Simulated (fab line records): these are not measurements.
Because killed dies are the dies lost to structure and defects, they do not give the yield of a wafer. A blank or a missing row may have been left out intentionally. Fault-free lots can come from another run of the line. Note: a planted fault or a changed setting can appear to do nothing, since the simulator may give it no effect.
Chamber matching / flow n5_finfet / pecvd-01 running N5_BEOL_M11_ILD_DEP_00: 3 sister chambers
The step deposits SiCOH lowk from DEMS/porogen, target thk 308.51 nm, time 58 s. 14 wafers are shown with their chamber, then 7 later ones without.

## WAFERS WITH THEIR CHAMBER
wafer=L101.2; chamber=2; throttle_valve_pct (%)=13.9; showerhead_plenum_p_Torr (Torr)=5.749; heater_power_w (W)=259
wafer=L101.3; chamber=0; throttle_valve_pct (%)=14.4; showerhead_plenum_p_Torr (Torr)=5.729; heater_power_w (W)=356
wafer=L101.5; chamber=0; throttle_valve_pct (%)=14.7; showerhead_plenum_p_Torr (Torr)=5.729; heater_power_w (W)=271
wafer=L103.1; chamber=2; throttle_valve_pct (%)=13.9; showerhead_plenum_p_Torr (Torr)=5.747; heater_power_w (W)=265
wafer=L103.2; chamber=0; throttle_valve_pct (%)=14.8; showerhead_plenum_p_Torr (Torr)=5.726; heater_power_w (W)=336
wafer=L103.5; chamber=0; throttle_valve_pct (%)=14.6; showerhead_plenum_p_Torr (Torr)=5.717; heater_power_w (W)=343
wafer=L102.2; chamber=1; throttle_valve_pct (%)=13.9; showerhead_plenum_p_Torr (Torr)=5.728; heater_power_w (W)=334
wafer=L102.3; chamber=0; throttle_valve_pct (%)=14.5; showerhead_plenum_p_Torr (Torr)=5.732; heater_power_w (W)=295
wafer=L102.4; chamber=2; throttle_valve_pct (%)=13.8; showerhead_plenum_p_Torr (Torr)=5.740; heater_power_w (W)=275
wafer=L105.2; chamber=0; throttle_valve_pct (%)=14.6; showerhead_plenum_p_Torr (Torr)=5.734; heater_power_w (W)=313
wafer=L105.3; chamber=1; throttle_valve_pct (%)=13.6; showerhead_plenum_p_Torr (Torr)=5.739; heater_power_w (W)=290
wafer=L105.6; chamber=2; throttle_valve_pct (%)=14.2; showerhead_plenum_p_Torr (Torr)=5.735; heater_power_w (W)=299
wafer=L110.1; chamber=2; throttle_valve_pct (%)=13.9; showerhead_plenum_p_Torr (Torr)=5.747; heater_power_w (W)=294
wafer=L110.2; chamber=0; throttle_valve_pct (%)=14.5; showerhead_plenum_p_Torr (Torr)=5.727; heater_power_w (W)=288

SIGNATURES (averages over the wafers above)
reading=throttle_valve_pct; chamber 0=14.586; chamber 1=13.750; chamber 2=13.940; scatter within a chamber=0.149
reading=showerhead_plenum_p_Torr; chamber 0=5.72771; chamber 1=5.73350; chamber 2=5.74360; scatter within a chamber=0.00587
reading=heater_power_w; chamber 0=314.57; chamber 1=312.00; chamber 2=278.40; scatter within a chamber=27.3
Rule: a wafer lies at a distance from a chamber equal to the root of the sum of squares, over the readings, of (its reading less the chamber's mean, divided by the reading's scatter). The wafer belongs to the nearest chamber; if the next one is less than 2 further off, it can't be placed. The scatter is the square root of a quotient: the sum, over the shown wafers, of each reading's squared deviation from its chamber's mean, divided by wafers minus chambers.

## WAFERS MISSING THEIR CHAMBER
wafer=L110.6; throttle_valve_pct (%)=14.1; showerhead_plenum_p_Torr (Torr)=5.740; heater_power_w (W)=299
wafer=L112.1; throttle_valve_pct (%)=14.7; showerhead_plenum_p_Torr (Torr)=5.732; heater_power_w (W)=345
wafer=L112.2; throttle_valve_pct (%)=14.0; showerhead_plenum_p_Torr (Torr)=5.741; heater_power_w (W)=294
wafer=L112.3; throttle_valve_pct (%)=13.7; showerhead_plenum_p_Torr (Torr)=5.739; heater_power_w (W)=346
wafer=L117.3; throttle_valve_pct (%)=13.6; showerhead_plenum_p_Torr (Torr)=5.737; heater_power_w (W)=362
wafer=L117.4; throttle_valve_pct (%)=13.4; showerhead_plenum_p_Torr (Torr)=5.727; heater_power_w (W)=298
wafer=L117.5; throttle_valve_pct (%)=13.9; showerhead_plenum_p_Torr (Torr)=5.736; heater_power_w (W)=317

## THE CHAMBER EACH PASSED THROUGH
wafer=L110.6; from the rows above=can't be placed: 2 or 1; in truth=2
wafer=L112.1; from the rows above=0; in truth=0
wafer=L112.2; from the rows above=can't be placed: 2 or 1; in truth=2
wafer=L112.3; from the rows above=can't be placed: 1 or 2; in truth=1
wafer=L117.3; from the rows above=can't be placed: 1 or 2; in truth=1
wafer=L117.4; from the rows above=1; in truth=1
wafer=L117.5; from the rows above=can't be placed: 1 or 2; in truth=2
2 of 7 placed correctly. Can't be placed from these rows: 5 (the true chamber is among the candidates in 5). Number placed wrongly: 0.
